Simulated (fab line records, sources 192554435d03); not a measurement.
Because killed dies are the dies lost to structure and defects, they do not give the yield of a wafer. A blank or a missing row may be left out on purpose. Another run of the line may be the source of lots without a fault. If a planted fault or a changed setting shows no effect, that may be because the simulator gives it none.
Chamber matching :: flow n5 finfet :: rie diel-01 running N5_BEOL_M10_ETCH_65: 4 sister chambers
The step etches SiARC in CF4, target depth 39 nm, time 65 s. 14 wafers are shown with their chamber, then 7 later ones without.

## WAFERS PAIRED WITH THEIR CHAMBERS
wafer: L077.2
chamber: 0
showerhead plenum p Torr (Torr): 2.22
drypump motor current A (A): 6.5
etch rf on time s (s): 70.0

wafer: L077.3
chamber: 1
showerhead plenum p Torr (Torr): 2.04
drypump motor current A (A): 6.0
etch rf on time s (s): 67.4

wafer: L077.4
chamber: 2
showerhead plenum p Torr (Torr): 2.17
drypump motor current A (A): 6.2
etch rf on time s (s): 65.7

wafer: L083.1
chamber: 0
showerhead plenum p Torr (Torr): 2.22
drypump motor current A (A): 6.5
etch rf on time s (s): 69.7

wafer: L083.2
chamber: 1
showerhead plenum p Torr (Torr): 2.04
drypump motor current A (A): 5.9
etch rf on time s (s): 67.4

wafer: L083.3
chamber: 2
showerhead plenum p Torr (Torr): 2.17
drypump motor current A (A): 6.2
etch rf on time s (s): 65.6

wafer: L082.2
chamber: 1
showerhead plenum p Torr (Torr): 2.04
drypump motor current A (A): 5.9
etch rf on time s (s): 67.3

wafer: L082.5
chamber: 0
showerhead plenum p Torr (Torr): 2.22
drypump motor current A (A): 6.5
etch rf on time s (s): 70.1

wafer: L082.6
chamber: 2
showerhead plenum p Torr (Torr): 2.17
drypump motor current A (A): 6.2
etch rf on time s (s): 64.9

wafer: L088.2
chamber: 1
showerhead plenum p Torr (Torr): 2.03
drypump motor current A (A): 6.0
etch rf on time s (s): 67.8

wafer: L088.3
chamber: 3
showerhead plenum p Torr (Torr): 2.10
drypump motor current A (A): 6.1
etch rf on time s (s): 61.4

wafer: L088.6
chamber: 3
showerhead plenum p Torr (Torr): 2.10
drypump motor current A (A): 6.1
etch rf on time s (s): 61.2

wafer: L091.1
chamber: 2
showerhead plenum p Torr (Torr): 2.16
drypump motor current A (A): 6.2
etch rf on time s (s): 64.8

wafer: L091.3
chamber: 1
showerhead plenum p Torr (Torr): 2.03
drypump motor current A (A): 6.0
etch rf on time s (s): 67.5

SIGNATURES (means of the wafers above)
reading: showerhead plenum p Torr
chamber 0: 2.2200
chamber 1: 2.0360
chamber 2: 2.1675
chamber 3: 2.1000
scatter within a chamber: 0.00442

reading: drypump motor current A
chamber 0: 6.500
chamber 1: 5.960
chamber 2: 6.200
chamber 3: 6.100
scatter within a chamber: 0.0346

reading: etch rf on time s
chamber 0: 69.933
chamber 1: 67.480
chamber 2: 65.250
chamber 3: 61.300
scatter within a chamber: 0.301
Rule: for each reading, subtract the chamber's mean from the wafer's reading, divide by that reading's scatter and square the result; add these up over the readings and take the root, which gives the wafer's distance from the chamber. If the next closest chamber is less than 2 further off than the closest, the wafer can't be placed; otherwise it belongs to the closest. The scatter: the root of (the sum of the squares of (reading less its chamber's mean) over the shown wafers, divided by (wafers less chambers)).

## WAFERS WITHOUT THEIR CHAMBER
wafer: L091.4
showerhead plenum p Torr (Torr): 2.16
drypump motor current A (A): 6.2
etch rf on time s (s): 65.5

wafer: L094.2
showerhead plenum p Torr (Torr): 2.21
drypump motor current A (A): 6.4
etch rf on time s (s): 70.3

wafer: L094.5
showerhead plenum p Torr (Torr): 2.21
drypump motor current A (A): 6.4
etch rf on time s (s): 70.0

wafer: L094.6
showerhead plenum p Torr (Torr): 2.16
drypump motor current A (A): 6.2
etch rf on time s (s): 65.8

wafer: L095.1
showerhead plenum p Torr (Torr): 2.03
drypump motor current A (A): 5.9
etch rf on time s (s): 68.8

wafer: L095.3
showerhead plenum p Torr (Torr): 2.16
drypump motor current A (A): 6.2
etch rf on time s (s): 65.2

wafer: L095.4
showerhead plenum p Torr (Torr): 2.21
drypump motor current A (A): 6.4
etch rf on time s (s): 70.4

## THE CHAMBER EACH PASSED THROUGH
wafer: L091.4
from the rows above: 2
in truth: 2

wafer: L094.2
from the rows above: 0
in truth: 0

wafer: L094.5
from the rows above: 0
in truth: 0

wafer: L094.6
from the rows above: 2
in truth: 2

wafer: L095.1
from the rows above: 1
in truth: 1

wafer: L095.3
from the rows above: 2
in truth: 2

wafer: L095.4
from the rows above: 0
in truth: 0
Placed correctly: 7 of 7. Can't be placed from these rows: 0. Wrongly placed: 0.
